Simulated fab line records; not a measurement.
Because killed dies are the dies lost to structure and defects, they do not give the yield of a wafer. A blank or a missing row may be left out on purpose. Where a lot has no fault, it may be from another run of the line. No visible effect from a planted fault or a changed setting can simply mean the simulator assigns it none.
Chamber matching    flow nandHarc    NHARC_A_STAIRCASE_DEP_151 on pecvd-04 has 3 sister chambers
The step deposits SiO2, target thk 3800 nm. 3 wafers are shown with their chamber, then 8 later ones without.

WAFERS WITH THEIR CHAMBER
wafer   chamber  heaterPowerW (W)
L080.4  1        542
L080.6  2        545
L090.1  0        576

WAFERS WHOSE CHAMBER IS MISSING
wafer   heaterPowerW (W)
L090.2  568
L090.5  560
L094.2  504
L094.3  698
L094.4  499
L097.3  701
L097.5  545
L097.6  500

CHAMBER TAKEN BY EACH
wafer   from the rows above           in truth
L090.2  can't be placed: 0 or 2 or 1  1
L090.5  can't be placed: 2 or 0 or 1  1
L094.2  can't be placed: 1 or 2 or 0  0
L094.3  can't be placed: 0 or 2 or 1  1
L094.4  can't be placed: 1 or 2 or 0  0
L097.3  can't be placed: 0 or 2 or 1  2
L097.5  can't be placed: 2 or 1 or 0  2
L097.6  can't be placed: 1 or 2 or 0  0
Correct placement for 0 of the 8. Unplaceable from these rows: 8, with the true chamber sitting among the candidates in 8. Wrongly placed: 0.
How it was worked out, from the rows above alone: a wafer's distance from a chamber is the root of the sum, over the readings, of the square of ((its reading less the chamber's mean) divided by the reading's scatter). The wafer belongs to the nearest chamber; if the next one is less than 2 further off, it can't be placed. Each chamber's mean is taken over the wafers shown for it. The scatter: root of mean squared gap, hidden wafer to nearest shown wafer, with one shown wafer a chamber.
